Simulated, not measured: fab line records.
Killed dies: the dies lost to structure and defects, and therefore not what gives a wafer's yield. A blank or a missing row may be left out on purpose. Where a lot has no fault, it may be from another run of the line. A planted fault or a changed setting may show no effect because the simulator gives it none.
fab line records	flow nand-harc
record lots=12	wafers=36	last-day=34
route steps=1302 shown P_GATE@146 END@1302
lots that met no fault: taken from a fault-free run of the same line
start-h: start of the lot's first displayed wafer, in hours after the record's first day	wait-h: hours from the lot's prior step to this one	" same as the row above	L1.1+2: a row that stands for several wafers	- no value, or no start was given	* or withheld: withheld	< > ~ a bound
route shown NAME@n: names a module that has steps shown in the file, with the first one's number in the route	usual: mean/standard deviation taken from wafers without a fault	same: alike in all rows	chamber/n: place in a boat	sites: the reading at each site	_std_site: the standard deviation of these	_edge_site: inner sites' mean taken away from outer sites' mean	radius-mm: how far each site lies from the wafer's centre	mask NAME#n: copy n	behind: the tool/chamber that last shaped the wafer	hold: why the lot went on hold/how many hours it stayed there/how the hold came to an end	device: which transistor (n, p or np) failed to switch	end of line: tests of these same wafers at the route's end	a step given without rows: its recipe and nothing more	killed: count of dies lost to structure and defects at first sort (not the wafer's yield)	map: shows each die of a wafer: x if killed, . if not, _ if none is there
set.NAME: the setting the step ran with; set.NAME@STEP: the setting that earlier step ran with	model.NAME: the simulator's own value behind a step, which no gauge read
the route's steps for a sample of lots (tables are steps, rows are wafers)
services: from which hour (start-h, from the record's first day; less than 0 if before it) a tool's chamber was out of use, for how many hours, and why
## steps
# step NHARC_P_GATE_HM_OPEN_105
# recipe target-depth-a=3600	o2-flow-sccm=400	cos-flow-sccm=20	ar-flow-sccm=0	rf-w=500	bias-w=300	chemistry=O2/COS
# usual drypump-motor-current-A=5.8/0.54	oes-product-au=1.002/0.0093	rf-vpp-V=467.2/2.5	showerhead-plenum-p-Torr=3.13/0.11	throttle-valve-pct=28.330/0.009
lot.wafer	tool	chamber	start-h	wait-h	drypump-motor-current-A	oes-product-au	rf-hours-counter-h	rf-vpp-V	showerhead-plenum-p-Torr	throttle-valve-pct
L907.3	rie-diel-02	3	-	-	5.7	0.994	3.3	463.0	2.97	28.341
L907.5	"	0	"	"	5.7	0.990	-	471.1	3.26	28.332
L907.6	"	1	"	"	5.7	0.989	-	466.0	3.08	28.328
L908.1	rie-diel-12	3	-	-	5.2	1.003	0.2	467.5	3.10	28.322
L908.2	"	1	"	"	5.8	1.006	0.3	468.3	3.14	28.332
L908.5	"	3	"	"	5.1	1.016	-	467.5	3.10	28.330
L909.2	rie-diel-02	2	-	-	5.8	0.991	3.7	463.0	2.91	28.330
L909.6	"	0	"	"	5.7	1.007	-	470.6	3.26	28.314
L909.5	"	1	"	"	5.7	0.996	-	467.1	3.08	28.327
L910.2	rie-diel-12	3	-	-	5.1	1.009	1.3	466.5	3.10	28.320
L910.3	"	0	"	"	5.5	1.022	0.9	471.3	3.34	28.337
L910.5	"	2	"	"	4.6	1.007	-	470.5	3.23	28.319
L911.1	rie-diel-12	3	-	-	5.1	1.008	1.5	465.9	3.10	28.343
L911.5	"	2	"	"	4.6	1.002	-	470.6	3.23	28.350
L911.6	"	3	"	"	5.1	1.001	-	467.5	3.10	28.336
L915.4	rie-diel-10	2	-	-	6.1	0.998	6.2	467.1	3.08	28.338
L915.1	"	3	"	"	6.2	1.005	5.8	468.8	3.21	28.326
L915.2	"	0	"	"	6.7	1.016	5.3	468.7	3.16	28.326
L919.2	rie-diel-10	1	-	-	6.5	1.004	6.4	464.3	3.05	28.332
L919.1	"	0	"	"	6.7	1.018	6.1	468.0	3.16	28.314
L919.5	"	1	"	"	6.5	1.003	-	467.0	3.05	28.348
L926.1	rie-diel-10	1	-	-	6.4	1.004	1.4	465.7	3.05	28.337
L926.4	"	0	"	"	6.7	0.994	1.2	469.8	3.16	28.333
L926.6	"	2	"	"	6.1	0.989	-	466.4	3.07	28.322
L927.1	rie-diel-02	2	-	-	5.8	0.984	3.1	462.2	2.91	28.330
L927.4	"	1	"	"	5.7	1.017	2.9	465.8	3.08	28.323
L927.5	"	3	"	"	5.7	0.991	-	464.6	2.96	28.315
L928.2	rie-diel-10	0	-	-	6.7	0.996	1.4	467.6	3.16	28.313
L928.5	"	0	"	"	6.7	0.993	-	468.4	3.16	28.340
L928.6	"	1	"	"	6.5	1.009	-	465.9	3.05	28.336
L929.4	rie-diel-12	3	-	-	5.1	0.993	3.6	464.3	3.09	28.322
L929.1	"	0	"	"	5.5	1.004	3.0	470.0	3.33	28.327
L929.3	"	2	"	"	4.7	1.022	4.0	468.8	3.22	28.334
L930.2	rie-diel-02	1	-	-	5.7	1.012	4.4	465.1	3.08	28.319
L930.1	"	2	"	"	5.8	0.986	4.2	462.1	2.91	28.336
L930.5	"	1	"	"	5.7	1.014	-	465.8	3.07	28.314
# step NHARC_P_GATE_STRIP_108
# recipe o2-flow-sccm=500	ar-flow-sccm=0	bias-w=0	chemistry=O2
# usual drypump-motor-current-A=5.8/0.49	oes-product-au=0.998/0.01	rf-vpp-V=57.6/0.88	showerhead-plenum-p-Torr=3.52/0.14	throttle-valve-pct=17.037/0.0085
lot.wafer	tool	chamber	start-h	wait-h	drypump-motor-current-A	oes-product-au	rf-hours-counter-h	rf-vpp-V	showerhead-plenum-p-Torr	throttle-valve-pct
L907.3	rie-diel-02	0	95.97	-	5.7	0.996	3.3	57.5	3.69	17.036
L907.6	"	0	"	"	5.7	0.998	-	58.2	3.69	17.026
L907.5	"	1	"	"	5.7	0.978	-	57.5	3.48	17.043
L908.2	rie-diel-12	1	109.83	-	5.9	0.994	0.4	57.6	3.55	17.051
L908.1	"	3	"	"	5.2	1.013	0.3	56.0	3.50	17.034
L908.5	"	0	"	"	5.5	1.015	-	57.0	3.77	17.043
L909.2	rie-diel-10	0	117.61	-	6.7	1.000	2.3	56.9	3.57	17.028
L909.6	"	3	"	"	6.2	0.992	-	57.4	3.63	17.041
L909.5	"	0	"	"	6.7	0.992	-	57.2	3.57	17.045
L910.3	rie-diel-10	3	127.88	-	6.2	0.995	3.6	58.1	3.63	17.044
L910.2	"	1	"	"	6.5	1.008	3.6	57.4	3.45	17.045
L910.5	"	3	"	"	6.2	1.007	-	58.8	3.63	17.035
L911.1	rie-diel-02	1	139.53	-	5.7	0.993	5.1	57.0	3.48	17.045
L911.6	"	3	"	"	5.7	0.994	-	56.7	3.35	17.043
L911.5	"	0	"	"	5.7	1.012	-	57.7	3.69	17.035
L915.1	rie-diel-10	1	176.23	-	6.5	0.999	5.7	56.4	3.45	17.036
L915.4	"	2	"	"	6.1	1.006	6.3	58.0	3.48	17.020
L915.2	"	3	"	"	6.2	0.996	5.9	57.1	3.63	17.042
L919.1	rie-diel-02	0	209.95	-	5.7	0.995	8.7	58.1	3.68	17.019
L919.2	"	3	"	"	5.7	0.980	9.5	57.3	3.35	17.039
L919.5	"	0	"	"	5.7	0.992	-	57.1	3.68	17.043
L926.1	rie-diel-02	1	291.09	-	5.7	1.013	2.7	57.1	3.48	17.033
L926.4	"	2	"	"	5.8	0.983	2.8	58.3	3.29	17.030
L926.6	"	2	"	"	5.8	0.992	-	56.1	3.29	17.045
L927.4	rie-diel-02	2	301.17	-	5.8	0.992	3.2	57.4	3.29	17.028
L927.1	"	1	"	"	5.7	1.016	3.0	58.8	3.48	17.029
L927.5	"	3	"	"	5.7	0.987	-	58.5	3.35	17.046
L928.2	rie-diel-10	1	301.97	-	6.5	1.019	1.7	56.8	3.44	17.042
L928.6	"	3	"	"	6.3	1.005	-	58.2	3.63	17.041
L928.5	"	0	"	"	6.7	0.994	-	57.8	3.57	17.051
L929.3	rie-diel-12	1	315.72	-	5.9	1.005	4.3	57.0	3.54	17.027
L929.1	"	2	"	"	4.6	1.022	4.1	56.6	3.64	17.034
L929.4	"	0	"	"	5.5	1.003	3.0	56.8	3.76	17.030
L930.2	rie-diel-10	2	323.96	-	6.1	0.980	3.0	59.5	3.47	17.049
L930.1	"	3	"	"	6.2	1.005	3.2	57.7	3.63	17.029
L930.5	"	2	"	"	6.1	0.977	-	57.9	3.48	17.033
# step NHARC_P_GATE_EXPOSE_43
# recipe na=0.6	target-cd-nm=720	dose-mj=14.81	mask-id=P_NSD
lot.wafer	tool	chamber	start-h	wait-h	mask
L907.3+5+6	krf-scanner-02	0	107.12	-	P_NSD#0
L908.1+2+5	krf-scanner-03	0	120.92	-	P_NSD#0
L909.2+5+6	krf-scanner-03	0	128.43	-	P_NSD#0
L910.2+3+5	krf-scanner-03	0	138.76	-	P_NSD#0
L911.1+5+6	krf-scanner-02	0	150.51	-	P_NSD#0
L915.1+2+4	krf-scanner-03	0	189.31	-	P_NSD#0
L919.1+2+5	krf-scanner-03	0	220.93	-	P_NSD_R1#0
L926.1+4+6	krf-scanner-03	0	301.87	-	P_NSD#0
L927.1+4+5	krf-scanner-03	0	312.05	-	P_NSD#0
L928.2+5+6	krf-scanner-02	0	313.33	-	P_NSD#0
L929.1+3+4	krf-scanner-03	0	327.17	-	P_NSD#0
L930.1+2+5	krf-scanner-03	0	334.82	-	P_NSD#0
# step NHARC_P_GATE_CD_MEAS_46
# recipe target-cd-nm=720	landing-energy-ev=500
# usual cd-nm=720.0/1.6
lot.wafer	tool	chamber	start-h	wait-h	hold	cd-nm
L907.3	cd-sem-02	0	107.28	-	-	718.3
L907.5	"	0	"	"	-	720.5
L907.6	"	0	"	"	-	718.9
L908.1	cd-sem-02	0	121.08	-	-	723.3
L908.2	"	0	"	"	-	720.7
L908.5	"	0	"	"	-	723.5
L909.2	cd-sem-03	0	128.59	-	-	719.1
L909.5	"	0	"	"	-	721.6
L909.6	"	0	"	"	-	720.0
L910.2	cd-sem-02	0	138.92	-	-	721.3
L910.3	"	0	"	"	-	721.0
L910.5	"	0	"	"	-	723.1
L911.1	cd-sem-02	0	150.67	-	-	717.8
L911.5	"	0	"	"	-	719.5
L911.6	"	0	"	"	-	720.3
L915.1	cd-sem-02	0	189.46	-	-	720.9
L915.2	"	0	"	"	-	721.7
L915.4	"	0	"	"	-	721.0
L919.1	cd-sem-02	0	221.09	-	await-dispo/0.2h/release	703.8
L919.2	"	0	"	"	await-dispo/0.2h/release	703.4
L919.5	"	0	"	"	await-dispo/0.2h/release	701.1
L919.1	cd-sem-02	0	-	-	-	703.6
L919.2	"	0	"	"	-	703.5
L919.5	"	0	"	"	-	701.1
L926.1	cd-sem-01	0	302.03	-	-	719.7
L926.4	"	0	"	"	-	718.8
L926.6	"	0	"	"	-	718.9
L927.1	cd-sem-03	0	312.21	-	-	719.1
L927.4	"	0	"	"	-	717.7
L927.5	"	0	"	"	-	716.7
L928.2	cd-sem-01	0	313.49	-	-	719.4
L928.5	"	0	"	"	-	718.8
L928.6	"	0	"	"	-	718.1
L929.1	cd-sem-01	0	327.33	-	-	720.7
L929.3	"	0	"	"	-	720.5
L929.4	"	0	"	"	-	723.1
L930.1	cd-sem-01	0	334.98	-	-	718.4
L930.2	"	0	"	"	-	719.0
L930.5	"	0	"	"	-	719.8
# step NHARC_P_GATE_STRIP_112
# recipe power-w=1500	temp-c=110	time-s=200	chemistry=N2/H2
# usual drypump-motor-current-A=6.0/0.37	heater-power-w=90/6.4
lot.wafer	tool	chamber	start-h	wait-h	drypump-motor-current-A	heater-power-w	rf-hours-counter-h
L907.3	plasma-asher-02	0	109.69	0.2	5.9	85	-
L907.5	"	0	"	"	5.9	87	-
L907.6	"	1	"	"	6.2	90	-
L908.1	plasma-asher-02	1	123.31	0.2	6.3	91	8
L908.2	"	0	"	"	5.9	85	8
L908.5	"	0	"	"	5.9	85	-
L909.2	plasma-asher-01	1	130.79	0.2	5.3	96	27
L909.5	"	0	"	"	6.3	97	-
L909.6	"	1	"	"	5.3	99	-
L910.2	plasma-asher-01	0	141.21	0.2	6.3	95	30
L910.3	"	0	"	"	6.3	95	-
L910.5	"	1	"	"	5.3	95	-
L911.1	plasma-asher-01	1	152.87	0.2	5.3	94	32
L911.6	"	0	"	"	6.4	96	-
L911.5	"	1	"	"	5.3	97	-
L915.1	plasma-asher-02	0	191.77	0.2	5.9	87	23
L915.2	"	1	"	"	6.2	92	23
L915.4	"	0	"	"	5.9	86	-
L919.1	plasma-asher-02	0	240.46	0.2	5.9	84	30
L919.2	"	1	"	"	6.2	89	30
L919.5	"	1	"	"	6.2	91	-
L926.1	plasma-asher-02	1	304.32	0.2	6.3	88	8
L926.4	"	0	"	"	5.9	80	-
L926.6	"	0	"	"	5.9	81	-
L927.1	plasma-asher-02	1	314.49	0.2	6.2	92	9
L927.4	"	0	"	"	5.9	80	-
L927.5	"	0	"	"	5.9	82	-
L928.2	plasma-asher-01	1	315.70	0.2	5.3	99	30
L928.6	"	0	"	"	6.3	98	-
L928.5	"	1	"	"	5.3	97	-
L929.1	plasma-asher-02	0	329.53	0.2	5.9	79	12
L929.4	"	1	"	"	6.2	90	-
L929.3	"	0	"	"	5.9	79	-
L930.2	plasma-asher-01	0	337.31	0.2	6.4	94	35
L930.1	"	1	"	"	5.3	102	35
L930.5	"	1	"	"	5.3	99	-
# step NHARC_END_SORT_01
# recipe temp-c=25
# usual killed-at-array=59/24	killed-at-other=0.7/1.2	killed-at-periphery=3.5/2.6	killed-dies=63/24	killed-open=3.2/2.1	killed-short=2.4/1.5
# same gross-dies=677
lot.wafer	tool	chamber	start-h	wait-h	killed-at-array	killed-at-other	killed-at-periphery	killed-dies	killed-open	killed-short
L919.1	prober-01	0	681.43	2.5	84	0	3	87	2	2
# killed by level:class
L919.1 A_SLIT:chamber-film-flake=32 A_CHANNEL_HOLE_D1:chamber-film-flake=23 A_CHANNEL_HOLE_D2:chamber-film-flake=13 A_CONTACT:chamber-film-flake=6 A_CHANNEL_FILL_D1:chamber-film-flake=2 A_CHANNEL_FILL_D2:chamber-film-flake=2 A_WL_FILL:chamber-film-flake=2 P_M0:geometric-particle:open=1
## services
tool	chamber	start-h	hours	kind
plasma-asher-02	-	72.24	9.0	pm
rie-diel-12	-	91.40	9.0	pm
krf-scanner-02	-	92.11	3.6	repair
krf-scanner-02	-	95.75	4.0	pm
krf-scanner-03	-	111.67	3.1	repair
krf-scanner-03	-	115.16	0.5	repair
krf-scanner-02	-	140.53	0.2	repair
rie-diel-10	1	153.27	6.4	repair
plasma-asher-01	-	165.00	9.0	pm
rie-diel-02	-	216.71	9.0	pm
rie-diel-12	1	221.23	14.2	repair
krf-scanner-03	-	224.00	4.0	pm
rie-diel-10	0	236.69	1.6	repair
rie-diel-12	2	239.03	2.4	repair
rie-diel-10	-	242.50	9.0	pm
plasma-asher-02	-	249.24	9.0	pm
rie-diel-12	-	255.44	1.1	repair
rie-diel-10	3	255.71	3.9	repair
rie-diel-12	-	268.40	9.0	pm
rie-diel-02	2	277.87	7.5	repair
krf-scanner-03	-	280.11	0.3	repair
rie-diel-12	0	290.39	2.9	repair
rie-diel-02	3	318.02	19.0	repair
krf-scanner-03	-	319.05	0.7	repair
## key
first-sign step=NHARC_P_GATE_EXPOSE_43	reading=mask	direction=changed
effect step=NHARC_P_GATE_CD_MEAS_46	reading=visit	direction=added
effect step=NHARC_P_GATE_CD_MEAS_46	reading=cd-nm	direction=down	sigmas=11	usual=720.0	struck=702.7
met-at NHARC_P_GATE_EXPOSE_43
struck-lots L919
tester-left-out L919
not-acting-at NHARC_P_GATE_HM_OPEN_105,NHARC_P_GATE_STRIP_108,NHARC_P_GATE_STRIP_112
onset-between 189.31 220.93
fault kind=wrong-mask	tool=any	chamber=-	onset-h=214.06	steps=NHARC_P_GATE_EXPOSE_43	aux-copy=P_NSD_R1#0	cd-offset-nm=-17.755	scope=struck-lots-only
# tester-left-out: of these lots the tester's yield and bins aren't shown, on N5 and GAA mostly nor the transistor test; their killed dies are dies lost to structure and defects alone, not to doping, threshold or leakage, so they don't give the yield
